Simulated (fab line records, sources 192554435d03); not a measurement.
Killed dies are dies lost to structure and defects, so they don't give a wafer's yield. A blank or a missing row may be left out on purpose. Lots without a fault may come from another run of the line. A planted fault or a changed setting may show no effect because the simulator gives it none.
A struck lot beside a sound one | flow n5_finfet | 26 steps out of a route of 1938
Sound: wafers L688.1, L688.3, L688.6. Struck: wafers L698.1, L698.3, L698.5. The cause comes at the end.
At each step with rows: each side's tool, then ch and its chambers, then its first start. Under that, the readings that differ: sound wafers | struck wafers | difference of the means | sigmas: that difference in standard deviations of wafers without a fault.
alike: readings whose means differ by less than 2 such deviations, and words and numbers that are the same on both sides. not compared: withheld readings, readings that some wafer has no value for, bounds like >300 that may hide the same value, and numbers for which the record gives no deviation and whose values overlap.
The two part at a step that has a row with sigmas, a row that says differs or no value, or rows on one side only. Numbers that don't overlap but have no deviation are shown without sigmas and don't part them. A reading that every wafer of one side lacks parts them only if that side has two wafers or more.

first, 5 steps without rows for these wafers: N5_DUMMY_GATE_PRECLEAN_33 (cleans in dHF, time 10 s); N5_DUMMY_GATE_PRECLEAN_25 (cleans in O3/DIW, time 45 s); N5_DUMMY_GATE_PRECLEAN_51 (cleans in SC2, time 45 s); N5_DUMMY_GATE_SRD_26 (time 30 s); N5_DUMMY_GATE_UV_OZONE_45 (time 120 s).
N5_DUMMY_GATE_INSPECT_27: inspects for defects (brightfield).
  sound on defect_inspect-01, day 5 13:25; struck on defect_inspect-01, day 8 00:22
  alike: raw_defect_count
N5_SPACER0_ALD_07: deposits SiNx, target thk 2 nm.
  sound on ald_sin-01 ch 1,3, day 5 15:05; struck on ald_sin-03 ch 0,2, day 8 00:28
  alike: heater_power_w
N5_SPACER0_ALD_00: deposits SiOCN, target thk 3.5 nm, pulse time 3 s, purge time 2 s.
  sound on ald_sin-01 ch 1,3, day 5 15:15; struck on ald_sin-03 ch 0,2, day 8 00:37
  alike: heater_power_w, precursor_pulse_height_rel
N5_SPACER0_ALD_08: deposits SiNx, target thk 2 nm.
  sound on ald_sin-01 ch 1,3, day 5 15:31; struck on ald_sin-03 ch 0,2, day 8 00:52
  alike: heater_power_w
N5_SPACER0_INSPECT_04: inspects for defects (darkfield).
  sound on defect_inspect-02, day 5 15:40; struck on defect_inspect-01, day 8 01:01
  reading          | sound       | struck     | difference | sigmas
  raw_defect_count | 207 152 150 | 92 121 110 | -62        | -2
then, 2 steps without rows for these wafers: N5_SD_EPI_N_COAT_32 (time 60 s, resist thk 350 nm); N5_SD_EPI_N_COAT_33 (time 60 s, resist thk 35 nm).
N5_SD_EPI_N_COAT_03: resist thk 150 nm.
  sound on litho_track-05 ch 0, day 5 15:42; struck on litho_track-03 ch 0, day 8 01:04
  reading                                             | sound                | struck               | difference | sigmas
  spin_speed_rpm (rpm)                                | 1499.2 1499.8 1500.0 | 1453.9 1453.3 1453.8 | -46.0      | -56
  model.CAR-ArF-block_of_SD_EPI_N_COAT_03.thk_nm (nm) | 149.6 150.4 150.6    | 151.6 151 151.4      | +1.1       |
  alike: resist_line_temp_C
then, 5 steps without rows for these wafers: N5_SD_EPI_N_EBR_05; N5_SD_EPI_N_SOFTBAKE_04 (time 60 s); N5_SD_EPI_N_EXPOSE_06 (exposes mask SD N BLK, target cd 120 nm); N5_SD_EPI_N_PEB_07 (peb time 60 s); N5_SD_EPI_N_DEVELOP_08 (develop time 30 s).
N5_SD_EPI_N_CD_MEAS_09: target cd 120 nm.
  sound on cd_sem-02 ch 0, day 5 16:04; struck on cd_sem-03 ch 0, day 8 01:18
  alike: cd_nm
N5_SD_EPI_N_OVL_MEAS_10:
  sound on overlay-02 ch 0, day 5 16:05; struck on overlay-02 ch 0, day 8 01:20
  alike: SD_N_BLK_OVL
N5_SD_EPI_N_INSPECT_11: inspects for defects (macro).
  sound on defect_inspect-02, day 5 16:07; struck on defect_inspect-02, day 8 01:21
  alike: raw_defect_count
N5_SD_EPI_N_DESCUM_14: chemistry O2, time 7.9 s.
  sound on rie_diel-04 ch 0,2,3, day 5 16:13; struck on rie_diel-04 ch 2,3, day 8 01:36
  alike: chamber_pressure_mTorr, drypump_motor_current_A, oes_product_au, rf_vpp_V, showerhead_plenum_p_Torr, throttle_valve_pct
  not compared: rf_hours_counter_h
N5_SD_EPI_N_ETCH_34: etches SiARC in CF4, target depth 45.5 nm, time 75.8 s.
  sound on rie_diel-04 ch 0,2,3, day 5 16:15; struck on rie_diel-04 ch 2,3, day 8 01:38
  reading                                             | sound             | struck            | difference | sigmas
  model.CAR-ArF-block_of_SD_EPI_N_COAT_03.thk_nm (nm) | 110.6 111.4 111.8 | 112.6 112.2 112.6 | +1.2       |
  alike: bias_w, chamber_pressure_mTorr, drypump_motor_current_A, etch_rf_on_time_s, oes_product_au, rf_vpp_V, showerhead_plenum_p_Torr, throttle_valve_pct
  not compared: rf_hours_counter_h
N5_SD_EPI_N_ETCH_35: etches SOC in N2/H2, overetch 108 nm, time 486 s.
  sound on rie_diel-04 ch 0,2,3, day 5 16:19; struck on rie_diel-04 ch 2,3, day 8 01:41
  alike: bias_w, chamber_pressure_mTorr, drypump_motor_current_A, n2_flow_sccm, oes_product_au, rf_vpp_V, showerhead_plenum_p_Torr, throttle_valve_pct
  not compared: rf_hours_counter_h
-- the record jumps here: 5 days lie between the struck wafers' starts before and after (it left off in module SD_EPI_N and takes up again in module BEOL_M4, whose first step shown is number 1111 of the route) --
N5_BEOL_M4_RC_MEAS_101:
  sound on prober-01 ch 0, day 10 08:13; struck on prober-01 ch 0, day 12 21:28
  alike: DIBL_N, DIBL_P, IOFF_N, IOFF_P, ION_N, ION_P, SS_N, SS_P, VT_N, VT_P
N5_PASSIVATION_PROBE_49:
  the record has rows for the sound wafers here (prober-01, day 14 12:34) and none for the struck ones

WHERE THEY PART
First at N5_SPACER0_INSPECT_04; last, within this record, at N5_PASSIVATION_PROBE_49.

WHY: what the simulator had put in
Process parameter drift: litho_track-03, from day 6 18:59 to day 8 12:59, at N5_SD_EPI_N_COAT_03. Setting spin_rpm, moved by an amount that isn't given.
